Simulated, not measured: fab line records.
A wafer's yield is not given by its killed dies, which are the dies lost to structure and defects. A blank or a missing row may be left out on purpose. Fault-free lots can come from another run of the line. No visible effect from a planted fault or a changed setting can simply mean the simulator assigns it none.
Matching of chambers || flow n5-finfet || rie-diel-06 running N5_FIN_CUT_ETCH_20: 4 sister chambers
The step etches SiARC in CF4, target depth 26 nm, time 43.3 s. 30 wafers are shown with their chamber, then 12 later ones without.

WAFERS, EACH WITH ITS CHAMBER
{"wafer": "L074.1", "chamber": 0, "showerhead-plenum-p-Torr (Torr)": 2.22, "oes-product-au (a.u.)": 0.61, "drypump-motor-current-A (A)": 5.9}
{"wafer": "L074.3", "chamber": 1, "showerhead-plenum-p-Torr (Torr)": 2.24, "oes-product-au (a.u.)": 0.69, "drypump-motor-current-A (A)": 6.3}
{"wafer": "L074.4", "chamber": 3, "showerhead-plenum-p-Torr (Torr)": 2.10, "oes-product-au (a.u.)": 0.76, "drypump-motor-current-A (A)": 5.9}
{"wafer": "L076.1", "chamber": 1, "showerhead-plenum-p-Torr (Torr)": 2.23, "oes-product-au (a.u.)": 0.69, "drypump-motor-current-A (A)": 6.3}
{"wafer": "L076.2", "chamber": 2, "showerhead-plenum-p-Torr (Torr)": 2.05, "oes-product-au (a.u.)": 0.65, "drypump-motor-current-A (A)": 5.4}
{"wafer": "L076.4", "chamber": 0, "showerhead-plenum-p-Torr (Torr)": 2.21, "oes-product-au (a.u.)": 0.61, "drypump-motor-current-A (A)": 5.8}
{"wafer": "L078.1", "chamber": 0, "showerhead-plenum-p-Torr (Torr)": 2.21, "oes-product-au (a.u.)": 0.62, "drypump-motor-current-A (A)": 5.8}
{"wafer": "L078.2", "chamber": 3, "showerhead-plenum-p-Torr (Torr)": 2.10, "oes-product-au (a.u.)": 0.75, "drypump-motor-current-A (A)": 5.9}
{"wafer": "L078.3", "chamber": 1, "showerhead-plenum-p-Torr (Torr)": 2.23, "oes-product-au (a.u.)": 0.68, "drypump-motor-current-A (A)": 6.4}
{"wafer": "L078.4", "chamber": 2, "showerhead-plenum-p-Torr (Torr)": 2.05, "oes-product-au (a.u.)": 0.65, "drypump-motor-current-A (A)": 5.4}
{"wafer": "L078.5", "chamber": 3, "showerhead-plenum-p-Torr (Torr)": 2.10, "oes-product-au (a.u.)": 0.76, "drypump-motor-current-A (A)": 5.9}
{"wafer": "L078.6", "chamber": 2, "showerhead-plenum-p-Torr (Torr)": 2.05, "oes-product-au (a.u.)": 0.65, "drypump-motor-current-A (A)": 5.5}
{"wafer": "L080.2", "chamber": 0, "showerhead-plenum-p-Torr (Torr)": 2.21, "oes-product-au (a.u.)": 0.61, "drypump-motor-current-A (A)": 5.8}
{"wafer": "L080.5", "chamber": 2, "showerhead-plenum-p-Torr (Torr)": 2.05, "oes-product-au (a.u.)": 0.65, "drypump-motor-current-A (A)": 5.5}
{"wafer": "L080.6", "chamber": 1, "showerhead-plenum-p-Torr (Torr)": 2.23, "oes-product-au (a.u.)": 0.68, "drypump-motor-current-A (A)": 6.3}
{"wafer": "L082.1", "chamber": 3, "showerhead-plenum-p-Torr (Torr)": 2.10, "oes-product-au (a.u.)": 0.75, "drypump-motor-current-A (A)": 5.9}
{"wafer": "L082.2", "chamber": 0, "showerhead-plenum-p-Torr (Torr)": 2.21, "oes-product-au (a.u.)": 0.61, "drypump-motor-current-A (A)": 5.8}
{"wafer": "L082.3", "chamber": 1, "showerhead-plenum-p-Torr (Torr)": 2.23, "oes-product-au (a.u.)": 0.68, "drypump-motor-current-A (A)": 6.4}
{"wafer": "L082.4", "chamber": 2, "showerhead-plenum-p-Torr (Torr)": 2.04, "oes-product-au (a.u.)": 0.64, "drypump-motor-current-A (A)": 5.4}
{"wafer": "L082.5", "chamber": 2, "showerhead-plenum-p-Torr (Torr)": 2.04, "oes-product-au (a.u.)": 0.64, "drypump-motor-current-A (A)": 5.4}
{"wafer": "L082.6", "chamber": 1, "showerhead-plenum-p-Torr (Torr)": 2.23, "oes-product-au (a.u.)": 0.68, "drypump-motor-current-A (A)": 6.4}
{"wafer": "L085.2", "chamber": 1, "showerhead-plenum-p-Torr (Torr)": 2.23, "oes-product-au (a.u.)": 0.68, "drypump-motor-current-A (A)": 6.4}
{"wafer": "L085.3", "chamber": 0, "showerhead-plenum-p-Torr (Torr)": 2.21, "oes-product-au (a.u.)": 0.60, "drypump-motor-current-A (A)": 5.8}
{"wafer": "L085.4", "chamber": 1, "showerhead-plenum-p-Torr (Torr)": 2.23, "oes-product-au (a.u.)": 0.68, "drypump-motor-current-A (A)": 6.3}
{"wafer": "L086.1", "chamber": 1, "showerhead-plenum-p-Torr (Torr)": 2.23, "oes-product-au (a.u.)": 0.68, "drypump-motor-current-A (A)": 6.4}
{"wafer": "L086.2", "chamber": 2, "showerhead-plenum-p-Torr (Torr)": 2.04, "oes-product-au (a.u.)": 0.64, "drypump-motor-current-A (A)": 5.4}
{"wafer": "L086.3", "chamber": 0, "showerhead-plenum-p-Torr (Torr)": 2.21, "oes-product-au (a.u.)": 0.61, "drypump-motor-current-A (A)": 5.8}
{"wafer": "L086.4", "chamber": 1, "showerhead-plenum-p-Torr (Torr)": 2.23, "oes-product-au (a.u.)": 0.69, "drypump-motor-current-A (A)": 6.4}
{"wafer": "L086.5", "chamber": 0, "showerhead-plenum-p-Torr (Torr)": 2.21, "oes-product-au (a.u.)": 0.61, "drypump-motor-current-A (A)": 5.8}
{"wafer": "L086.6", "chamber": 2, "showerhead-plenum-p-Torr (Torr)": 2.04, "oes-product-au (a.u.)": 0.64, "drypump-motor-current-A (A)": 5.5}

SIGNATURES (averages over the wafers above)
{"reading": "showerhead-plenum-p-Torr", "chamber 0": 2.2113, "chamber 1": 2.2310, "chamber 2": 2.0450, "chamber 3": 2.1000, "scatter within a chamber": 0.00381}
{"reading": "oes-product-au", "chamber 0": 0.6100, "chamber 1": 0.6830, "chamber 2": 0.6450, "chamber 3": 0.7550, "scatter within a chamber": 0.00523}
{"reading": "drypump-motor-current-A", "chamber 0": 5.812, "chamber 1": 6.360, "chamber 2": 5.438, "chamber 3": 5.900, "scatter within a chamber": 0.0445}
Rule: a wafer lies at a distance from a chamber equal to the root of the sum of squares, over the readings, of (its reading less the chamber's mean, divided by the reading's scatter). If the next closest chamber is less than 2 further off than the closest, the wafer can't be placed; otherwise it belongs to the closest. The scatter: the root of (the sum of the squares of (reading less its chamber's mean) over the shown wafers, divided by (wafers less chambers)).

WAFERS WITH NO CHAMBER GIVEN
{"wafer": "L087.1", "showerhead-plenum-p-Torr (Torr)": 2.21, "oes-product-au (a.u.)": 0.60, "drypump-motor-current-A (A)": 5.8}
{"wafer": "L087.5", "showerhead-plenum-p-Torr (Torr)": 2.04, "oes-product-au (a.u.)": 0.64, "drypump-motor-current-A (A)": 5.4}
{"wafer": "L087.6", "showerhead-plenum-p-Torr (Torr)": 2.23, "oes-product-au (a.u.)": 0.67, "drypump-motor-current-A (A)": 6.3}
{"wafer": "L092.2", "showerhead-plenum-p-Torr (Torr)": 2.04, "oes-product-au (a.u.)": 0.63, "drypump-motor-current-A (A)": 5.4}
{"wafer": "L092.4", "showerhead-plenum-p-Torr (Torr)": 2.09, "oes-product-au (a.u.)": 0.73, "drypump-motor-current-A (A)": 5.9}
{"wafer": "L092.5", "showerhead-plenum-p-Torr (Torr)": 2.22, "oes-product-au (a.u.)": 0.66, "drypump-motor-current-A (A)": 6.3}
{"wafer": "L093.3", "showerhead-plenum-p-Torr (Torr)": 2.09, "oes-product-au (a.u.)": 0.72, "drypump-motor-current-A (A)": 5.9}
{"wafer": "L093.5", "showerhead-plenum-p-Torr (Torr)": 2.20, "oes-product-au (a.u.)": 0.60, "drypump-motor-current-A (A)": 5.8}
{"wafer": "L093.6", "showerhead-plenum-p-Torr (Torr)": 2.22, "oes-product-au (a.u.)": 0.66, "drypump-motor-current-A (A)": 6.3}
{"wafer": "L097.3", "showerhead-plenum-p-Torr (Torr)": 2.22, "oes-product-au (a.u.)": 0.66, "drypump-motor-current-A (A)": 6.3}
{"wafer": "L097.5", "showerhead-plenum-p-Torr (Torr)": 2.03, "oes-product-au (a.u.)": 0.62, "drypump-motor-current-A (A)": 5.5}
{"wafer": "L097.6", "showerhead-plenum-p-Torr (Torr)": 2.22, "oes-product-au (a.u.)": 0.66, "drypump-motor-current-A (A)": 6.3}

THE CHAMBER EACH PASSED THROUGH
{"wafer": "L087.1", "from the rows above": 0, "in truth": 0}
{"wafer": "L087.5", "from the rows above": 2, "in truth": 2}
{"wafer": "L087.6", "from the rows above": 1, "in truth": 1}
{"wafer": "L092.2", "from the rows above": 2, "in truth": 2}
{"wafer": "L092.4", "from the rows above": 3, "in truth": 3}
{"wafer": "L092.5", "from the rows above": 1, "in truth": 1}
{"wafer": "L093.3", "from the rows above": 3, "in truth": 3}
{"wafer": "L093.5", "from the rows above": 0, "in truth": 0}
{"wafer": "L093.6", "from the rows above": 1, "in truth": 1}
{"wafer": "L097.3", "from the rows above": 1, "in truth": 1}
{"wafer": "L097.5", "from the rows above": 2, "in truth": 2}
{"wafer": "L097.6", "from the rows above": 1, "in truth": 1}
Correctly placed: 12 of 12. Left unplaced by these rows: 0. Placed wrongly: 0.
